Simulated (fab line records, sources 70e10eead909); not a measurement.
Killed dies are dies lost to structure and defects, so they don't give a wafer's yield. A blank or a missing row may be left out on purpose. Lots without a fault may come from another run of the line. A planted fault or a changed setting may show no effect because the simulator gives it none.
Chamber matching | flow nand_harc | NHARC_A_CHANNEL_FILL_D2_ALD_16 on ald_hk-01: 4 sister chambers
The step deposits SiO2, target thk 1.5 nm, pulse time 10 s, ald cycles 15. 8 wafers are shown with their chamber, then 10 later ones without.

WAFERS WITH THEIR CHAMBER
wafer  | chamber | heater_power_outer_w (W) | heater_power_w (W)
L082.6 | 1       | 217                      | 398
L081.2 | 2       | 251                      | 412
L083.3 | 0       | 254                      | 445
L083.6 | 2       | 257                      | 425
L086.1 | 1       | 220                      | 393
L086.6 | 3       | 250                      | 414
L088.1 | 0       | 254                      | 460
L088.2 | 3       | 257                      | 424

WAFERS WITHOUT THEIR CHAMBER
wafer  | heater_power_outer_w (W) | heater_power_w (W)
L088.4 | 258                      | 423
L090.3 | 241                      | 421
L090.5 | 247                      | 418
L090.6 | 252                      | 421
L096.1 | 253                      | 454
L096.4 | 261                      | 418
L096.5 | 218                      | 398
L097.2 | 254                      | 442
L097.3 | 220                      | 409
L097.6 | 256                      | 419

WHICH CHAMBER EACH WENT THROUGH
wafer  | from the rows above          | in truth
L088.4 | can't be placed: 2 or 3      | 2
L090.3 | can't be placed: 3 or 2 or 0 | 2
L090.5 | can't be placed: 3 or 2      | 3
L090.6 | can't be placed: 3 or 2      | 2
L096.1 | 0                            | 0
L096.4 | can't be placed: 2 or 3      | 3
L096.5 | 1                            | 1
L097.2 | can't be placed: 0 or 3 or 2 | 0
L097.3 | 1                            | 1
L097.6 | can't be placed: 2 or 3      | 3
Placed correctly: 3 of 10. Can't be placed from these rows: 7 (the true chamber is among the candidates in 7). Placed wrongly: 0.
How it was worked out, from the rows above alone: a wafer's distance from a chamber is the root of the sum, over the readings, of the square of ((its reading less the chamber's mean) divided by the reading's scatter). The wafer belongs to the nearest chamber; if the next one is less than 2 further off, it can't be placed. A chamber's mean is the mean of its shown wafers. The scatter: the root of (the sum of the squares of (reading less its chamber's mean) over the shown wafers, divided by (wafers less chambers)).
